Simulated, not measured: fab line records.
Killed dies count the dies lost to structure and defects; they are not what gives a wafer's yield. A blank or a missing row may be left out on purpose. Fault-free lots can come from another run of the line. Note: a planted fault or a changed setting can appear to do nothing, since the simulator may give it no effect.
Chamber matching -- flow n5 finfet -- pecvd-01 running N5_BEOL_M14_ILD_DEP_00: 3 sister chambers
The step deposits SiO2 from TEOS/O2, target thk 1119.3 nm, time 237.4 s. 6 wafers are shown with their chamber, then 11 later ones without.

## EACH WAFER AND ITS CHAMBER
wafer,chamber,throttle valve pct (%),heater power w (W)
L079.3,2,18.7,514
L083.3,1,18.2,506
L083.6,1,18.0,609
L081.4,0,22.6,928
L081.5,0,22.8,757
L082.1,2,18.7,574

## WAFERS WITHOUT THEIR CHAMBER
wafer,throttle valve pct (%),heater power w (W)
L082.3,22.6,929
L082.4,18.6,506
L088.1,18.0,537
L088.5,22.6,760
L088.6,18.4,559
L085.2,22.6,960
L085.3,18.2,667
L085.4,17.9,511
L094.1,18.4,442
L094.5,22.6,881
L094.6,18.2,601

## WHICH CHAMBER EACH WENT THROUGH
wafer,from the rows above,in truth
L082.3,0,0
L082.4,2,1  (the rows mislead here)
L088.1,1,1
L088.5,0,0
L088.6,can't be placed: 1 or 2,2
L085.2,0,0
L085.3,1,1
L085.4,1,1
L094.1,can't be placed: 2 or 1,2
L094.5,0,0
L094.6,1,1
Placed correctly: 8 of 11. From these rows, 2 cannot be placed; in 2 the true chamber is one of the candidates. Number placed wrongly: 1.
How it was worked out, from the rows above alone: a wafer's distance from a chamber is the root of the sum, over the readings, of the square of ((its reading less the chamber's mean) divided by the reading's scatter). If the next closest chamber is less than 2 further off than the closest, the wafer can't be placed; otherwise it belongs to the closest. A chamber's mean is the mean of its shown wafers. The scatter: take each reading less its chamber's mean, square it, sum over the shown wafers, divide by the number of wafers less the number of chambers, and take the root.
